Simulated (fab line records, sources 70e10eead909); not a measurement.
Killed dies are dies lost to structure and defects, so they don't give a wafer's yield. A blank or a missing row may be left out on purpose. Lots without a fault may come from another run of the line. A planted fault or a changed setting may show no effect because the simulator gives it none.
fab line records | flow nand_harc
record lots=6 wafers=18 last_day=24
route steps=1159 shown P_GATE@178 P_CONTACT@217 END@1159
lots that met no fault: from a run of the same line without faults
start_h: hours from the record's first day to the start of the lot's first wafer shown | wait_h: hours since the lot's step before | " the same as in the row above | L1.1+2: a row that stands for several wafers | - no value, or no start given | * or withheld: withheld | < > ~ a bound
route shown NAME@n: a module of which the file shows steps, and the number in the route of the first | usual: mean/standard deviation of fault-free wafers | same: alike in all rows | chamber/n: place in a boat | sites: the reading at each site | _std_site: their standard deviation | _edge_site: outer sites' mean less inner sites' | radius_mm: how far each site lies from the wafer's centre | mask NAME#n: copy n | behind: the tool/chamber that last shaped the wafer | hold: why the lot was held/for how many hours/how that ended | device: the transistor (n, p or np) that didn't switch | end of line: the same wafers' tests at the end of the route | a step without rows: its recipe alone | killed: dies lost to structure and defects at the first sort, not the wafer's yield | map: a wafer's dies, x killed, . not, _ none there
set.NAME: the setting as run; set.NAME@STEP: as run at that earlier step | model.NAME: the simulator's own value behind a step, which no gauge read
lots at some steps of the route; a table a step, a row a wafer
services: from which hour (start_h, from the record's first day; less than 0 if before it) a tool's chamber was out of use, for how many hours, and why
## steps
# step NHARC_P_GATE_HMDS_52
# recipe time_s=30
# step NHARC_P_GATE_COAT_53
# recipe spin_rpm=3000
# step NHARC_P_GATE_SOFTBAKE_54
# recipe temp_c=122 time_s=95
# step NHARC_P_GATE_EBR_55
# step NHARC_P_GATE_EXPOSE_56
# recipe na=0.6 target_cd_nm=720 dose_mj=14.81 mask_id=P_PSD
# step NHARC_P_GATE_PEB_57
# recipe peb_temp_c=118 peb_time_s=85
# step NHARC_P_GATE_DEVELOP_58
# recipe time_s=70
# step NHARC_P_GATE_CD_MEAS_59
# recipe target_cd_nm=720 landing_energy_ev=500
# usual cd_nm=720.1/1.8
# columns lot.wafer tool chamber start_h wait_h cd_nm
L157.1 cd_sem-01 0 133.07 - 721.5
L157.2 " 0 " " 717.7
L157.5 " 0 " " 719.3
L158.2 cd_sem-03 0 149.48 - 718.5
L158.3 " 0 " " 720.7
L158.6 " 0 " " 723.3
L160.1 cd_sem-01 0 152.01 - 720.2
L160.2 " 0 " " 722.6
L160.6 " 0 " " 720.7
L162.1 cd_sem-01 0 162.54 - 721.7
L162.3 " 0 " " 720.3
L162.5 " 0 " " 721.6
L169.1 cd_sem-02 0 211.46 - 718.9
L169.2 " 0 " " 722.3
L169.5 " 0 " " 721.9
L172.1 cd_sem-03 0 226.66 - 723.9
L172.2 " 0 " " 719.6
L172.5 " 0 " " 720.3
# step NHARC_P_GATE_HARDBAKE_60
# recipe temp_c=125 time_s=80
# step NHARC_P_GATE_DESCUM_61
# recipe time_s=3 o2_flow_sccm=200 ar_flow_sccm=0 bias_power_w=0 chemistry=O2
# usual drypump_motor_current_A=5.6/0.41 oes_product_au=1.003/0.0083 rf_vpp_V=57.9/0.87 showerhead_plenum_p_Torr=1.94/0.083 throttle_valve_pct=11.311/0.0096
# same time_s=3
# columns lot.wafer tool chamber start_h wait_h drypump_motor_current_A oes_product_au rf_hours_counter_h rf_vpp_V showerhead_plenum_p_Torr throttle_valve_pct
L157.2 rie_diel-06 3 133.23 - 6.1 1.000 23 58.1 1.95 11.300
L157.1 " 1 " " 6.1 1.003 21 57.9 1.87 11.308
L157.5 " 3 " " 6.1 0.997 - 59.6 1.96 11.310
L158.2 rie_diel-11 1 149.64 - 5.7 1.009 25 58.9 2.00 11.296
L158.3 " 2 " " 5.4 1.012 27 56.8 2.00 11.322
L158.6 " 2 " " 5.4 1.007 - 57.4 2.00 11.318
L160.2 rie_diel-06 1 152.18 - 6.0 1.000 28 56.4 1.87 11.313
L160.1 " 2 " " 5.0 1.020 29 58.2 1.98 11.314
L160.6 " 1 " " 6.0 1.006 - 57.7 1.87 11.313
L162.3 rie_diel-11 2 162.72 - 5.4 0.999 28 58.7 2.00 11.328
L162.1 " 3 " " 5.6 0.999 28 58.5 2.05 11.306
L162.5 " 1 " " 5.7 1.002 - 59.2 2.00 11.308
L169.2 rie_diel-11 1 211.62 - 5.8 1.011 2 57.5 2.00 11.299
L169.1 " 2 " " 5.4 0.995 2 59.3 2.00 11.295
L169.5 " 1 " " 5.8 1.006 - 58.3 2.00 11.327
L172.2 rie_diel-06 3 226.82 - 6.0 1.001 50 57.8 1.95 11.322
L172.1 " 1 " " 6.0 0.976 58 57.9 1.86 11.310
L172.5 " 3 " " 6.1 0.993 - 58.8 1.95 11.308
# step NHARC_P_GATE_IMPLANT_62
# recipe energy_kev=20 dose_cm2=3e+15 tilt_deg=7
# step NHARC_P_GATE_STRIP_112
# recipe power_w=1500 temp_c=110 time_s=200 chemistry=N2/H2
# step NHARC_P_GATE_STRIP_76
# recipe power_w=1500 temp_c=250 chemistry=O2
# usual drypump_motor_current_A=6.24/0.093 heater_power_w=329/20
# columns lot.wafer tool chamber start_h wait_h drypump_motor_current_A heater_power_w rf_hours_counter_h
L157.1 plasma_asher-02 0 133.86 0.2 6.16 318 42
L157.2 " 1 " " 6.37 365 42
L157.5 " 0 " " 6.16 318 -
L158.2 plasma_asher-01 0 150.29 0.2 6.19 304 13
L158.3 " 0 " " 6.19 310 -
L158.6 " 1 " " 6.12 327 -
L160.2 plasma_asher-02 1 152.80 0.2 6.36 363 50
L160.1 " 0 " " 6.22 321 50
L160.6 " 1 " " 6.34 366 -
L162.1 plasma_asher-02 1 163.47 0.2 6.39 358 54
L162.3 " 0 " " 6.22 318 -
L162.5 " 0 " " 6.27 315 -
L169.2 plasma_asher-01 0 212.26 0.2 6.19 298 34
L169.1 " 1 " " 6.15 324 34
L169.5 " 1 " " 6.11 325 -
L172.2 plasma_asher-01 0 227.46 0.2 6.19 303 38
L172.1 " 1 " " 6.14 324 38
L172.5 " 1 " " 6.14 325 -
# step NHARC_P_GATE_STRIP_63
# recipe time_s=900 temp_c=130 chemistry=SPM
# step NHARC_P_GATE_DEHYDRATE_83
# recipe temp_c=150 time_s=120
# step NHARC_P_GATE_HMDS_84
# recipe time_s=30
# step NHARC_P_GATE_COAT_85
# recipe spin_rpm=3000
# step NHARC_P_GATE_SOFTBAKE_86
# recipe temp_c=122 time_s=95
# step NHARC_P_GATE_EBR_87
# step NHARC_P_GATE_EXPOSE_88
# recipe na=0.6 target_cd_nm=2000 dose_mj=11.87 mask_id=P_HVN
# step NHARC_P_GATE_PEB_89
# recipe peb_temp_c=118 peb_time_s=85
# step NHARC_P_GATE_DEVELOP_90
# recipe time_s=70
# step NHARC_P_GATE_CD_MEAS_91
# recipe target_cd_nm=2000 landing_energy_ev=500
# usual cd_nm=2000.6/1.8
# columns lot.wafer tool chamber start_h wait_h cd_nm
L157.1 cd_sem-01 0 134.78 - 2002.1
L157.2 " 0 " " 2003.2
L157.5 " 0 " " 2001.1
L158.2 cd_sem-03 0 151.20 - 1999.2
L158.3 " 0 " " 1999.2
L158.6 " 0 " " 1999.6
L160.1 cd_sem-01 0 153.73 - 1999.4
L160.2 " 0 " " 2003.8
L160.6 " 0 " " 2003.5
L162.1 cd_sem-03 0 164.39 - 1998.8
L162.3 " 0 " " 2000.8
L162.5 " 0 " " 2000.2
L169.1 cd_sem-02 0 213.17 - 1998.9
L169.2 " 0 " " 1998.9
L169.5 " 0 " " 1998.8
L172.1 cd_sem-02 0 228.39 - 2003.8
L172.2 " 0 " " 2001.2
L172.5 " 0 " " 1999.1
# step NHARC_P_GATE_HARDBAKE_92
# recipe temp_c=125 time_s=80
# step NHARC_P_GATE_DESCUM_93
# recipe time_s=3 o2_flow_sccm=200 ar_flow_sccm=0 bias_power_w=0 chemistry=O2
# step NHARC_P_GATE_IMPLANT_94
# recipe energy_kev=60 dose_cm2=2e+15 tilt_deg=7
# step NHARC_P_GATE_STRIP_113
# recipe power_w=1500 temp_c=110 time_s=740 chemistry=N2/H2
# usual drypump_motor_current_A=6.24/0.098 heater_power_w=88/5.4
# same time_s=740
# columns lot.wafer tool chamber start_h wait_h drypump_motor_current_A heater_power_w rf_hours_counter_h
L157.1 plasma_asher-02 1 135.31 0.2 6.47 93 43
L157.2 " 0 " " 6.25 87 43
L157.5 " 1 " " 6.44 95 -
L158.2 plasma_asher-02 1 151.73 0.2 6.34 95 49
L158.3 " 0 " " 6.17 85 -
L158.6 " 1 " " 6.34 97 -
L160.1 plasma_asher-01 1 154.59 0.5 6.14 88 15
L160.2 " 0 " " 6.22 82 15
L160.6 " 1 " " 6.15 87 -
L162.1 plasma_asher-02 1 165.03 0.3 6.40 94 55
L162.3 " 0 " " 6.21 84 -
L162.5 " 0 " " 6.23 83 -
L169.1 plasma_asher-02 0 213.72 0.2 6.22 88 8
L169.2 " 1 " " 6.40 93 8
L169.5 " 1 " " 6.35 91 -
L172.1 plasma_asher-02 0 228.93 0.2 6.21 85 11
L172.2 " 1 " " 6.32 95 11
L172.5 " 0 " " 6.23 88 -
# step NHARC_P_GATE_STRIP_95
# recipe power_w=1500 temp_c=250 chemistry=O2
# step NHARC_P_GATE_STRIP_96
# recipe time_s=900 temp_c=130 chemistry=SPM
# step NHARC_P_GATE_RTA_64
# recipe temp_c=1050 time_s=1
# usual lamp_power_pct=39.9/1.4 wafer_temp_C_max=1055.9/1.8
# same time_s=1
# columns lot.wafer tool chamber start_h wait_h lamp_power_pct wafer_temp_C_max
L157.1 rtp_anneal-01 0 136.59 - 38.3 1054.6
L157.2 " 0 " " 38.2 1053.8
L157.5 " 0 " " 38.3 1053.1
L158.2 rtp_anneal-02 0 153.05 - 41.0 1056.8
L158.3 " 0 " " 41.0 1057.9
L158.6 " 0 " " 41.0 1057.5
L160.1 rtp_anneal-01 0 156.04 - 38.2 1054.7
L160.2 " 0 " " 38.2 1055.1
L160.6 " 0 " " 38.3 1054.1
L162.1 rtp_anneal-02 0 166.18 - 41.0 1057.2
L162.3 " 0 " " 41.0 1057.7
L162.5 " 0 " " 41.1 1058.3
L169.1 rtp_anneal-02 0 215.01 - 41.0 1056.6
L169.2 " 0 " " 41.0 1055.1
L169.5 " 0 " " 41.1 1056.9
L172.1 rtp_anneal-02 0 230.26 - 41.1 1056.9
L172.2 " 0 " " 41.1 1057.8
L172.5 " 0 " " 41.0 1057.4
# step NHARC_P_GATE_ETCH_77
# recipe target_depth_a=60 chemistry=dHF material=SiO2
# step NHARC_P_GATE_DEGAS_109
# recipe temp_c=300 time_s=60
# step NHARC_P_GATE_PRE_CLEAN_110
# recipe time_s=30 bias_v=200 gas=Ar
# step NHARC_P_GATE_SPUTTER_78
# recipe target_thk_a=100 material=Ni
# step NHARC_P_GATE_SPUTTER_79
# recipe target_thk_a=100 material=TiN
# step NHARC_P_GATE_RTA_80
# recipe temp_c=300 time_s=30
# step NHARC_P_GATE_STRIP_67
# recipe time_s=600 temp_c=130 chemistry=SPM
# step NHARC_P_GATE_RTA_82
# recipe temp_c=450 time_s=30
# usual lamp_power_pct=4.59/0.15 wafer_temp_C_max=452.1/0.74
# same time_s=30
# columns lot.wafer tool chamber start_h wait_h lamp_power_pct wafer_temp_C_max
L157.1 rtp_anneal-01 0 137.78 - 4.48 451.2
L157.2 " 0 " " 4.48 451.5
L157.5 " 0 " " 4.47 451.6
L158.2 rtp_anneal-01 0 154.12 - 4.48 451.9
L158.3 " 0 " " 4.48 451.6
L158.6 " 0 " " 4.48 451.7
L160.1 rtp_anneal-01 0 157.61 - 4.48 452.1
L160.2 " 0 " " 4.48 451.6
L160.6 " 0 " " 4.48 451.8
L162.1 rtp_anneal-01 0 167.24 - 4.48 452.6
L162.3 " 0 " " 4.49 452.0
L162.5 " 0 " " 4.48 451.4
L169.1 rtp_anneal-02 0 216.09 - 4.80 452.4
L169.2 " 0 " " 4.81 454.0
L169.5 " 0 " " 4.81 453.0
L172.1 rtp_anneal-01 0 231.48 - 4.48 451.6
L172.2 " 0 " " 4.49 451.0
L172.5 " 0 " " 4.48 451.9
# step NHARC_P_GATE_INSPECT_68
# usual raw_defect_count=199/74
# columns lot.wafer tool chamber start_h wait_h raw_defect_count
L157.1 defect_inspect-01 - 137.98 0.2 138
L157.2 " - " " 350
L157.5 " - " " 193
L158.2 defect_inspect-01 - 154.29 0.1 267
L158.3 " - " " 207
L158.6 " - " " 266
L160.1 defect_inspect-01 - 157.81 0.2 1176
L160.2 " - " " 1217
L160.6 " - " " 1184
L162.1 defect_inspect-02 - 167.43 0.2 1220
L162.3 " - " " 1307
L162.5 " - " " 1209
L169.1 defect_inspect-01 - 216.29 0.2 197
L169.2 " - " " 195
L169.5 " - " " 332
L172.1 defect_inspect-02 - 231.67 0.2 97
L172.2 " - " " 100
L172.5 " - " " 153
# step NHARC_P_CONTACT_DEP_30
# recipe target_thk_a=300 temp_c=400 target_thk_nm=30 flow_sccm=200 rf_w=450 material=SiNx
# usual heater_power_w=768/84
# columns lot.wafer tool chamber start_h wait_h heater_power_w
L157.2 pecvd-04 2 138.05 0.1 716
L157.1 " 1 " " 618
L157.5 " 1 " " 616
L158.3 pecvd-04 0 154.40 0.1 669
L158.2 " 1 " " 761
L158.6 " 1 " " 766
L160.1 pecvd-03 2 157.91 0.1 922
L160.2 " 0 " " 757
L160.6 " 2 " " 939
L162.3 pecvd-03 2 167.78 0.3 945
L162.1 " 1 " " 873
L162.5 " 2 " " 925
L169.2 pecvd-01 2 216.38 0.1 819
L169.1 " 0 " " 728
L169.5 " 0 " " 758
L172.2 pecvd-03 1 231.74 0.1 838
L172.1 " 0 " " 753
L172.5 " 1 " " 825
# step NHARC_END_SORT_01
# recipe temp_c=25
# usual killed_at_array=26/11 killed_at_other=0.6/1 killed_at_periphery=3.1/2.1 killed_dies=30/11 killed_open=3.4/1.8 killed_short=2.1/1.5
# same gross_dies=677
# columns lot.wafer tool chamber start_h wait_h killed_at_array killed_at_other killed_at_periphery killed_dies killed_open killed_short
L160.1 prober-01 0 486.65 2.5 15 1 98 114 1 1
L160.2 prober-01 0 487.46 2.8 15 2 70 87 5 3
L160.6 prober-01 0 490.70 4.0 23 2 75 100 2 2
L157.1 prober-01 0 494.53 2.5 26 1 2 29 4 2
L157.2 prober-01 0 495.32 2.8 23 1 4 28 1 3
L157.5 prober-01 0 497.71 3.7 26 0 2 28 2 1
L162.1 prober-02 0 494.56 2.5 16 0 67 83 3 0
L162.3 prober-02 0 496.17 3.1 18 0 110 128 4 1
L162.5 prober-02 0 497.78 3.7 21 4 103 128 3 3
L169.1 prober-02 0 548.41 2.5 38 0 1 39 1 1
L169.2 prober-02 0 549.22 2.8 41 2 4 47 3 3
L169.5 prober-02 0 551.64 3.7 60 0 1 61 5 2
# killed by level:class
L160.1 P_GATE:unspecified=97 A_CHANNEL_HOLE_D1:chamber_film_flake=11 A_CONTACT:chamber_film_flake=2 P_M1:geometric_particle:open=1 A_ONON_D1:geometric_particle:short=1 A_WL_FILL:chamber_film_flake=1 THIN_TSV:chamber_film_flake=1
L160.2 P_GATE:unspecified=65 A_CHANNEL_HOLE_D1:chamber_film_flake=9 P_M0:geometric_particle:open=2 THIN_TSV:chamber_film_flake=2 P_CONTACT:geometric_particle:short=1 P_CONTACT:geometric_particle:open=1 A_SOURCE_PLATE:geometric_particle:short=1 A_SGD_CUT:geometric_particle:short=1
L160.6 P_GATE:unspecified=71 A_CHANNEL_HOLE_D1:chamber_film_flake=19 A_CONTACT:chamber_film_flake=2 THIN_TSV:chamber_film_flake=2 P_CONTACT:geometric_particle:short=1 P_M0:geometric_particle:open=1 A_CHANNEL_FILL_D1:geometric_particle:short=1 A_WL_FILL:geometric_particle:open=1
L157.1 A_CHANNEL_HOLE_D1:chamber_film_flake=12 A_SGD_CUT:chamber_film_flake=4 A_CONTACT:chamber_film_flake=4 A_ONON_D1:geometric_particle:short=2 P_BONDPAD:chamber_film_flake=2 A_ONON_D1:geometric_particle:open=1 A_CHANNEL_HOLE_D1:geometric_particle:open=1 A_CHANNEL_FILL_D1:geometric_particle:open=1
L162.1 P_GATE:unspecified=65 A_CONTACT:chamber_film_flake=8 A_CHANNEL_HOLE_D1:chamber_film_flake=4 P_M0:geometric_particle:open=1 A_CONTACT:geometric_particle:open=1 A_BLC:geometric_particle:open=1 P_GATE:chamber_film_flake=1 A_ZERO_WELL:chamber_film_flake=1
L157.2 A_CHANNEL_HOLE_D1:chamber_film_flake=13 A_SGD_CUT:chamber_film_flake=4 A_CONTACT:chamber_film_flake=3 P_BONDPAD:chamber_film_flake=2 P_GATE:geometric_particle:short=1 A_WL_FILL:geometric_particle:short=1 A_CONTACT:geometric_particle:open=1 A_CONTACT:geometric_particle:short=1
L162.3 P_GATE:unspecified=105 A_CONTACT:chamber_film_flake=7 A_CHANNEL_HOLE_D1:chamber_film_flake=4 A_M0:geometric_particle:open=2 P_GATE:geometric_particle:open=1 P_CONTACT:geometric_particle:short=1 A_ONON_D1:geometric_particle:open=1 P_GATE:chamber_film_flake=1
L157.5 A_CHANNEL_HOLE_D1:chamber_film_flake=14 A_SGD_CUT:chamber_film_flake=7 A_M1:geometric_particle:open=2 A_CONTACT:chamber_film_flake=2 P_M0:geometric_particle:short=1 P_BONDPAD:chamber_film_flake=1 A_STAIRCASE:chamber_film_flake=1
L162.5 P_GATE:unspecified=102 A_CONTACT:chamber_film_flake=12 THIN_TSV:chamber_film_flake=4 A_CHANNEL_HOLE_D1:chamber_film_flake=3 P_CONTACT:geometric_particle:open=1 A_ONON_D1:geometric_particle:open=1 A_ONON_D1:geometric_particle:short=1 A_CHANNEL_HOLE_D1:geometric_particle:short=1
L169.1 A_SLIT:chamber_film_flake=19 A_CHANNEL_HOLE_D1:chamber_film_flake=9 A_STAIRCASE:chamber_film_flake=3 A_CHANNEL_FILL_D1:chamber_film_flake=3 A_CONTACT:chamber_film_flake=2 P_M0:geometric_particle:open=1 A_WL_FILL:geometric_particle:short=1 A_WL_FILL:chamber_film_flake=1
L169.2 A_CHANNEL_HOLE_D1:chamber_film_flake=16 A_SLIT:chamber_film_flake=12 A_CONTACT:chamber_film_flake=6 A_CHANNEL_FILL_D1:chamber_film_flake=2 THIN_TSV:chamber_film_flake=2 P_CONTACT:geometric_particle:open=1 P_M0:geometric_particle:open=1 P_M1:geometric_particle:short=1
L169.5 A_CHANNEL_HOLE_D1:chamber_film_flake=25 A_SLIT:chamber_film_flake=18 A_CONTACT:chamber_film_flake=7 A_CONTACT:geometric_particle:open=2 A_BLC:geometric_particle:open=2 P_STI:geometric_particle:short=1 A_ONON_D1:geometric_particle:open=1 A_WL_FILL:geometric_particle:short=1
# map L160.1 (x killed, . not)
____________.____________
_________......._________
_______..........._______
______.............______
_____..............._____
____.................____
____.................____
___...................___
___...................___
__.....................__
__..............x......__
_......................._
_......................._
_......................._
_......................._
_................x......_
................xx.......
...............xxx.......
..............xxxxxx.....
...........xxxxxxxxx.x...
...........x.xxxxxxxxx...
_..........xxxxxxxxxxxx._
_...........xxxxxxxxxx.._
_...........xxxxxxxxx..._
_..........x.xxxxxxxxx.._
_............xxxxxxxxx.._
__...........xxxxxxxx..__
__............xxxxx....__
___.......x....xx..x..___
___............xxxx.x.___
____..............x..____
____............xxxx.____
_____..........x.x.._____
______...........x.______
_______..........._______
_________.x....._________
____________.____________
# map L162.3 (x killed, . not)
____________.____________
_________......._________
_______..........._______
______.............______
_____.....x........._____
____.................____
____.................____
___...................___
___...................___
__.....................__
__..........x.........x__
_......................x_
_......................._
_......................x_
_......................._
_................x.....x_
.............x..x........
.x..............xx.x.....
...........xxxxxxxxxx....
.........x..xxxxxxxxx..x.
....x..x.....xxxxxxxxx...
_.....xx..xx.xxxxxxxx..._
_...........xxxxxxxxxx.._
_.......x...xxxxxxxxxx.._
_..........xxxxxxxxxxx.._
_.........xxx.xxxxxx...._
__...x....x...xxxxxxxx.__
__...........xxxxxxxxx.__
___......x....xxxx..x.___
___........x...xxx....___
____.................____
____.................____
_____..............._____
______......x......______
_______..........._______
_________......._________
____________.____________
## services
# columns tool chamber start_h hours kind
pecvd-03 - 111.02 13.0 pm
pecvd-03 0 111.02 13.0 vent_cycle
pecvd-03 1 111.02 13.0 vent_cycle
pecvd-03 2 111.02 13.0 vent_cycle
rie_diel-11 0 119.69 - clean
rie_diel-11 1 119.69 - clean
rie_diel-11 2 119.69 - clean
rie_diel-11 3 119.69 - clean
rie_diel-06 0 122.25 - clean
rie_diel-06 1 122.25 - clean
rie_diel-06 2 122.25 - clean
rie_diel-06 3 122.25 - clean
rie_diel-06 3 166.94 16.7 repair
pecvd-01 0 176.50 5.0 repair
pecvd-01 - 179.90 1.5 repair
plasma_asher-02 - 183.20 9.0 pm
plasma_asher-02 0 183.20 9.0 vent_cycle
plasma_asher-02 1 183.20 9.0 vent_cycle
rie_diel-11 - 189.50 9.0 pm
plasma_asher-02 0 192.20 - clean
plasma_asher-02 1 192.20 - clean
pecvd-04 - 195.11 13.0 pm
pecvd-03 0 199.42 6.3 repair
rie_diel-11 - 210.24 0.9 repair
## key
first_sign step=NHARC_P_GATE_INSPECT_68 reading=raw_defect_count direction=up sigmas=14 usual=199 struck=1219
effect step=NHARC_END_SORT_01 reading=killed_at_periphery direction=up sigmas=40 usual=3.1 struck=87.2
more_kills_born_at NHARC_P_GATE_STRIP_76@plasma_asher-02=505
met_at NHARC_P_GATE_STRIP_76
struck_wafers L160.1,L160.2,L160.6,L162.1,L162.3,L162.5
tester_left_out L160,L162
onset_between 133.86 152.80
fault kind=chamber_particle_source tool=plasma_asher-02 chamber=- onset_h=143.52 steps=NHARC_P_GATE_STRIP_76 rate_per_visit_cm2=1.6138 end_h=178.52
# tester_left_out: of these lots the tester's yield and bins aren't shown, on N5 and GAA mostly nor the transistor test; their killed dies are dies lost to structure and defects alone, not to doping, threshold or leakage, so they don't give the yield
